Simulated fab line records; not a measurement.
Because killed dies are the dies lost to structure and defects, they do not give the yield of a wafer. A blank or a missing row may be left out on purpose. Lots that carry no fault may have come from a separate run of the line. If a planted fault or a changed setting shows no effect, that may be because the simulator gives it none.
The tool behind it: which one? | flow nandHarc | 24 lots, 72 wafers sampled, at 4 steps of a route of 1159

WHAT EACH GAUGE READ, for each wafer
NHARC_A_SOURCE_PLATE_INSPECT_08. Usual: rawDefectCount 60, standard deviation 28.
lot  | measured     | on               | rawDefectCount | flag
L075 | day 7 10:00  | defectInspect-01 | 18 17 46       | 
L074 | day 7 10:01  | defectInspect-01 | 34 44 35       | 
L077 | day 8 06:01  | defectInspect-01 | 29 58 38       | 
L078 | day 8 06:01  | defectInspect-02 | 14 42 38       | 
L076 | day 8 06:02  | defectInspect-02 | 59 59 40       | 
L080 | day 8 16:28  | defectInspect-02 | 47 53 61       | 
L079 | day 8 16:28  | defectInspect-01 | 44 87 62       | 
L081 | day 9 09:00  | defectInspect-02 | 39 34 42       | 
L082 | day 9 15:52  | defectInspect-02 | 59 40 41       | 
L083 | day 9 20:59  | defectInspect-01 | 40 49 30       | 
L084 | day 10 03:11 | defectInspect-02 | 56 44 90       | 
L085 | day 10 03:11 | defectInspect-01 | 60 166 130     | 
L086 | day 11 01:42 | defectInspect-01 | 45 15 69       | 
L087 | day 11 01:43 | defectInspect-01 | 40 47 62       | 
L089 | day 11 01:43 | defectInspect-01 | 64 101 89      | 
L088 | day 11 06:24 | defectInspect-01 | 36 54 25       | 
L090 | day 11 19:47 | defectInspect-01 | 87 91 82       | 
L091 | day 11 19:49 | defectInspect-01 | 76 74 67       | 
L092 | day 12 04:39 | defectInspect-02 | 94 51 43       | 
L093 | day 12 14:52 | defectInspect-02 | 31 53 33       | 
L094 | day 12 14:52 | defectInspect-01 | 76 63 77       | 
L096 | day 13 00:17 | defectInspect-02 | 67 42 67       | 
L095 | day 13 00:17 | defectInspect-01 | 70 65 105      | 
L097 | day 13 06:22 | defectInspect-02 | 71 75 49       | 

NHARC_A_ONON_D1_THK_MEAS_18: measures by ellipsometry. Usual: thkNm 1001 nm, standard deviation 7.8.
lot  | measured     | on           | thkNm (nm)     | flag
L075 | day 7 19:57  | filmMetro-01 | 999 1000 998   | 
L074 | day 7 20:18  | filmMetro-02 | 997 996 994    | 
L077 | day 8 16:00  | filmMetro-01 | 1001 1000 1000 | 
L078 | day 8 16:00  | filmMetro-02 | 1013 1012 1016 | 
L076 | day 8 15:59  | filmMetro-01 | 992 994 995    | 
L080 | day 9 05:58  | filmMetro-01 | 999 999 1001   | 
L079 | day 9 05:59  | filmMetro-01 | 1010 1009 1007 | 
L081 | day 9 19:01  | filmMetro-01 | 1002 1002 1003 | 
L082 | day 10 01:49 | filmMetro-01 | 1004 1004 1004 | 
L083 | day 10 09:01 | filmMetro-02 | 994 992 993    | 
L084 | day 10 13:07 | filmMetro-02 | 997 998 998    | 
L085 | day 10 13:07 | filmMetro-01 | 998 997 998    | 
L086 | day 11 13:39 | filmMetro-02 | 1002 1001 1002 | 
L087 | day 11 13:41 | filmMetro-02 | 1006 1007 1007 | 
L089 | day 11 13:39 | filmMetro-01 | 1009 1010 1009 | 
L088 | day 11 17:09 | filmMetro-01 | 1010 1009 1009 | 
L090 | day 12 05:53 | filmMetro-02 | 1004 1002 1003 | 
L091 | day 12 05:53 | filmMetro-01 | 982 983 983    | 
L092 | day 12 15:45 | filmMetro-02 | 1003 1003 1002 | 
L093 | day 13 01:46 | filmMetro-01 | 1002 1003 1002 | 
L094 | day 13 01:44 | filmMetro-01 | 993 992 993    | 
L096 | day 13 11:20 | filmMetro-01 | 1018 1020 1017 | 
L095 | day 13 11:21 | filmMetro-02 | 991 992 991    | 
L097 | day 13 20:16 | filmMetro-02 | 993 993 993    | 

NHARC_A_CHANNEL_HOLE_D1_OVL_MEAS_11. Usual: overlayXNm 0.5 nm, standard deviation 0.89; overlayYNm 0.0 nm, standard deviation 0.76.
lot  | measured     | on         | overlayXNm (nm) | overlayYNm (nm) | flag
L075 | day 8 04:46  | overlay-02 | 1.8 1.1 0.9     | -0.6 -0.8 -0.7  | 
L074 | day 8 04:12  | overlay-01 | -0.8 -0.4 -0.5  | -1.1 -0.9 -1.0  | 
L077 | day 8 22:02  | overlay-01 | 0.6 0.2 0.4     | 0.8 0.3 0.2     | 
L078 | day 8 21:52  | overlay-01 | 0.4 -0.2 -0.2   | -0.7 -0.1 -0.3  | 
L076 | day 8 21:33  | overlay-01 | -1.0 -1.1 -0.4  | -0.3 -0.3 0.4   | 
L080 | day 9 11:28  | overlay-01 | 1.7 1.1 1.9     | 0.4 0.3 0.2     | 
L079 | day 9 13:04  | overlay-02 | 0.3 0.6 -0.2    | 1.6 1.3 0.8     | 
L081 | day 10 00:41 | overlay-02 | -0.8 -1.1 -0.3  | 0.2 1.1 0.3     | 
L082 | day 10 07:45 | overlay-02 | -0.2 -0.3 -0.2  | -1.0 -0.7 -0.5  | 
L083 | day 10 14:40 | overlay-02 | 1.4 1.3 1.4     | 0.2 0.4 0.9     | 
L084 | day 10 18:37 | overlay-02 | 1.1 1.1 0.7     | 1.1 1.2 1.3     | 
L085 | day 10 19:07 | overlay-02 | 1.4 1.8 1.2     | 0.3 0.5 0.5     | 
L086 | day 11 19:08 | overlay-02 | 0.4 0.3 -0.1    | -0.6 -0.4 -0.8  | 
L087 | day 11 19:26 | overlay-01 | 0.6 0.3 1.2     | 0.2 -0.2 -0.5   | 
L089 | day 11 20:37 | overlay-01 | -0.7 -0.8 -0.8  | -1.4 -1.7 -0.9  | 
L088 | day 11 22:59 | overlay-01 | 1.1 1.2 0.7     | -0.7 -0.4 -0.9  | 
L090 | day 12 11:40 | overlay-02 | 0.1 0.6 0.4     | 0.2 -0.1 0.2    | 
L091 | day 12 11:30 | overlay-01 | 0.3 0.3 1.5     | 0.3 0.2 -0.6    | 
L092 | day 12 22:10 | overlay-02 | 1.2 0.8 0.8     | -0.6 -0.5 0.1   | 
L093 | day 13 08:24 | overlay-01 | -0.7 -0.1 -1.1  | -1.5 -1.9 -1.1  | 
L094 | day 13 07:47 | overlay-01 | -0.4 0.1 0.0    | -0.6 0.1 0.1    | 
L096 | day 13 18:37 | overlay-02 | 1.5 1.5 1.6     | 0.5 1.0 0.3     | 
L095 | day 13 19:11 | overlay-02 | 1.3 1.6 1.6     | -0.3 0.3 0.4    | 
L097 | day 14 02:40 | overlay-02 | 2.0 2.4 2.4     | 0.0 1.1 0.7     | 

NHARC_A_CHANNEL_HOLE_D1_INSPECT_12. Usual: rawDefectCount 6, standard deviation 3.2.
lot  | measured     | on               | rawDefectCount | flag
L075 | day 8 04:49  | defectInspect-01 | 2 6 3          | 
L074 | day 8 04:14  | defectInspect-01 | 3 0 1          | 
L077 | day 8 22:05  | defectInspect-01 | 4 5 5          | 
L078 | day 8 21:54  | defectInspect-02 | 1 2 6          | 
L076 | day 8 21:35  | defectInspect-01 | 9 10 6         | 
L080 | day 9 11:29  | defectInspect-02 | 2 2 3          | 
L079 | day 9 13:05  | defectInspect-02 | 3 6 4          | 
L081 | day 10 00:43 | defectInspect-01 | 5 13 4         | 
L082 | day 10 07:47 | defectInspect-01 | 3 3 4          | 
L083 | day 10 14:42 | defectInspect-01 | 5 6 3          | 
L084 | day 10 18:38 | defectInspect-01 | 4 6 12         | 
L085 | day 10 19:10 | defectInspect-01 | 5 16 9         | 
L086 | day 11 19:11 | defectInspect-01 | 5 4 3          | 
L087 | day 11 19:29 | defectInspect-01 | 2 4 5          | 
L089 | day 11 20:39 | defectInspect-01 | 10 8 9         | 
L088 | day 11 23:02 | defectInspect-01 | 5 8 7          | 
L090 | day 12 11:42 | defectInspect-01 | 13 10 8        | 
L091 | day 12 11:32 | defectInspect-01 | 7 4 4          | 
L092 | day 12 22:13 | defectInspect-02 | 4 5 6          | 
L093 | day 13 08:26 | defectInspect-02 | 4 2 2          | 
L094 | day 13 07:49 | defectInspect-01 | 10 5 4         | 
L096 | day 13 18:39 | defectInspect-01 | 7 5 7          | 
L095 | day 13 19:14 | defectInspect-01 | 3 8 6          | 
L097 | day 14 02:42 | defectInspect-01 | 4 6 4          | 

WHICH TOOL RAN EACH LOT (tool, then ch and the chambers of the sampled wafers, then the start)
There is no process step in the record ahead of these readings.

AS READ BY THE TOOLS THEMSELVES (means over the sampled wafers that have a number; for cases with no such wafer, the mark the record gives instead)
The record holds no such reading with a usual standard deviation.

THE ANSWER, worked out from the rows above alone
Rule: take the mean of a lot's wafers that have a number; if it is more than 3 standard deviations from the usual mean, the lot is off. A lot without any number at a reading at which 4 lots or more have one is off too. Where the step has rows for the other lots, those lots are counted as sound. The gauges are gone through in route order, then the tools' own readings, and for those a lot's mean is taken as printed above. At the first step where some lot is off, the reading lying furthest off is the one used; lots without a number count as furthest.
Across all readings shown, no lot is off: no conclusion can be drawn from this.

WHAT THE SIMULATOR PUT IN
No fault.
